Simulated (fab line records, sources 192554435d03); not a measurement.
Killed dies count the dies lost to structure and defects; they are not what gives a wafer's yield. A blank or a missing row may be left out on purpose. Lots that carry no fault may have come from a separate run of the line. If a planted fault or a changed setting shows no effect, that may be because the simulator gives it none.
Chamber matching / flow n5 finfet / N5_BEOL_M6_DESCUM_16 on rie diel-01 has 4 sister chambers
The step chemistry O2, time 7.9 s. 30 wafers are shown with their chamber, then 12 later ones without.

== WAFERS WITH THEIR CHAMBER ==
wafer=L075.1; chamber=1; drypump motor current A (A)=6.1; showerhead plenum p Torr (Torr)=2.05; throttle valve pct (%)=20.48
wafer=L075.4; chamber=2; drypump motor current A (A)=6.3; showerhead plenum p Torr (Torr)=2.14; throttle valve pct (%)=20.36
wafer=L075.5; chamber=0; drypump motor current A (A)=5.4; showerhead plenum p Torr (Torr)=2.12; throttle valve pct (%)=20.29
wafer=L077.1; chamber=2; drypump motor current A (A)=6.3; showerhead plenum p Torr (Torr)=2.14; throttle valve pct (%)=20.36
wafer=L077.2; chamber=3; drypump motor current A (A)=5.3; showerhead plenum p Torr (Torr)=2.06; throttle valve pct (%)=20.39
wafer=L077.4; chamber=0; drypump motor current A (A)=5.4; showerhead plenum p Torr (Torr)=2.12; throttle valve pct (%)=20.31
wafer=L080.2; chamber=3; drypump motor current A (A)=5.3; showerhead plenum p Torr (Torr)=2.06; throttle valve pct (%)=20.39
wafer=L080.3; chamber=2; drypump motor current A (A)=6.3; showerhead plenum p Torr (Torr)=2.14; throttle valve pct (%)=20.36
wafer=L080.4; chamber=0; drypump motor current A (A)=5.4; showerhead plenum p Torr (Torr)=2.12; throttle valve pct (%)=20.31
wafer=L078.1; chamber=3; drypump motor current A (A)=5.3; showerhead plenum p Torr (Torr)=2.06; throttle valve pct (%)=20.40
wafer=L078.2; chamber=1; drypump motor current A (A)=6.1; showerhead plenum p Torr (Torr)=2.05; throttle valve pct (%)=20.50
wafer=L078.6; chamber=3; drypump motor current A (A)=5.3; showerhead plenum p Torr (Torr)=2.06; throttle valve pct (%)=20.40
wafer=L081.1; chamber=0; drypump motor current A (A)=5.5; showerhead plenum p Torr (Torr)=2.12; throttle valve pct (%)=20.31
wafer=L081.3; chamber=1; drypump motor current A (A)=6.1; showerhead plenum p Torr (Torr)=2.05; throttle valve pct (%)=20.51
wafer=L081.6; chamber=3; drypump motor current A (A)=5.3; showerhead plenum p Torr (Torr)=2.06; throttle valve pct (%)=20.38
wafer=L084.1; chamber=0; drypump motor current A (A)=5.5; showerhead plenum p Torr (Torr)=2.11; throttle valve pct (%)=20.31
wafer=L084.2; chamber=1; drypump motor current A (A)=6.1; showerhead plenum p Torr (Torr)=2.05; throttle valve pct (%)=20.50
wafer=L084.5; chamber=1; drypump motor current A (A)=6.1; showerhead plenum p Torr (Torr)=2.05; throttle valve pct (%)=20.50
wafer=L086.1; chamber=2; drypump motor current A (A)=6.4; showerhead plenum p Torr (Torr)=2.13; throttle valve pct (%)=19.98
wafer=L086.2; chamber=1; drypump motor current A (A)=6.1; showerhead plenum p Torr (Torr)=2.04; throttle valve pct (%)=20.52
wafer=L086.5; chamber=0; drypump motor current A (A)=5.4; showerhead plenum p Torr (Torr)=2.11; throttle valve pct (%)=20.34
wafer=L087.2; chamber=1; drypump motor current A (A)=6.1; showerhead plenum p Torr (Torr)=2.04; throttle valve pct (%)=20.53
wafer=L087.4; chamber=0; drypump motor current A (A)=5.5; showerhead plenum p Torr (Torr)=2.11; throttle valve pct (%)=20.34
wafer=L087.6; chamber=2; drypump motor current A (A)=6.3; showerhead plenum p Torr (Torr)=2.13; throttle valve pct (%)=19.96
wafer=L088.1; chamber=2; drypump motor current A (A)=6.4; showerhead plenum p Torr (Torr)=2.13; throttle valve pct (%)=19.97
wafer=L088.5; chamber=2; drypump motor current A (A)=6.3; showerhead plenum p Torr (Torr)=2.13; throttle valve pct (%)=19.97
wafer=L088.6; chamber=0; drypump motor current A (A)=5.5; showerhead plenum p Torr (Torr)=2.11; throttle valve pct (%)=20.36
wafer=L089.2; chamber=0; drypump motor current A (A)=5.4; showerhead plenum p Torr (Torr)=2.11; throttle valve pct (%)=20.36
wafer=L089.4; chamber=2; drypump motor current A (A)=6.3; showerhead plenum p Torr (Torr)=2.13; throttle valve pct (%)=19.96
wafer=L089.6; chamber=1; drypump motor current A (A)=6.1; showerhead plenum p Torr (Torr)=2.04; throttle valve pct (%)=20.52

SIGNATURES, as means of the wafers listed above
reading=drypump motor current A; chamber 0=5.444; chamber 1=6.100; chamber 2=6.325; chamber 3=5.300; scatter within a chamber=0.0378
reading=showerhead plenum p Torr; chamber 0=2.1144; chamber 1=2.0462; chamber 2=2.1338; chamber 3=2.0600; scatter within a chamber=0.00479
reading=throttle valve pct; chamber 0=20.3256; chamber 1=20.5075; chamber 2=20.1150; chamber 3=20.3920; scatter within a chamber=0.107
Rule: for each reading, subtract the chamber's mean from the wafer's reading, divide by that reading's scatter and square the result; add these up over the readings and take the root, which gives the wafer's distance from the chamber. The wafer belongs to the nearest chamber; if the next one is less than 2 further off, it can't be placed. The scatter: the root of (the sum of the squares of (reading less its chamber's mean) over the shown wafers, divided by (wafers less chambers)).

== WAFERS MISSING THEIR CHAMBER ==
wafer=L091.4; drypump motor current A (A)=5.5; showerhead plenum p Torr (Torr)=2.11; throttle valve pct (%)=20.36
wafer=L091.5; drypump motor current A (A)=6.1; showerhead plenum p Torr (Torr)=2.04; throttle valve pct (%)=20.53
wafer=L091.6; drypump motor current A (A)=6.3; showerhead plenum p Torr (Torr)=2.13; throttle valve pct (%)=19.97
wafer=L092.1; drypump motor current A (A)=6.3; showerhead plenum p Torr (Torr)=2.13; throttle valve pct (%)=19.99
wafer=L092.2; drypump motor current A (A)=5.3; showerhead plenum p Torr (Torr)=2.05; throttle valve pct (%)=20.04
wafer=L092.4; drypump motor current A (A)=6.1; showerhead plenum p Torr (Torr)=2.04; throttle valve pct (%)=20.56
wafer=L094.1; drypump motor current A (A)=5.5; showerhead plenum p Torr (Torr)=2.10; throttle valve pct (%)=20.38
wafer=L094.3; drypump motor current A (A)=5.3; showerhead plenum p Torr (Torr)=2.05; throttle valve pct (%)=20.07
wafer=L094.6; drypump motor current A (A)=5.3; showerhead plenum p Torr (Torr)=2.05; throttle valve pct (%)=20.07
wafer=L097.1; drypump motor current A (A)=6.3; showerhead plenum p Torr (Torr)=2.12; throttle valve pct (%)=20.00
wafer=L097.4; drypump motor current A (A)=5.5; showerhead plenum p Torr (Torr)=2.10; throttle valve pct (%)=20.38
wafer=L097.6; drypump motor current A (A)=6.3; showerhead plenum p Torr (Torr)=2.12; throttle valve pct (%)=19.98

== WHICH CHAMBER EACH WENT THROUGH ==
wafer=L091.4; from the rows above=0; in truth=0
wafer=L091.5; from the rows above=1; in truth=1
wafer=L091.6; from the rows above=2; in truth=2
wafer=L092.1; from the rows above=2; in truth=2
wafer=L092.2; from the rows above=3; in truth=3
wafer=L092.4; from the rows above=1; in truth=1
wafer=L094.1; from the rows above=0; in truth=0
wafer=L094.3; from the rows above=3; in truth=3
wafer=L094.6; from the rows above=3; in truth=3
wafer=L097.1; from the rows above=2; in truth=2
wafer=L097.4; from the rows above=0; in truth=0
wafer=L097.6; from the rows above=2; in truth=2
Correct placement for 12 of the 12. Left unplaced by these rows: 0. Placed wrongly: 0.
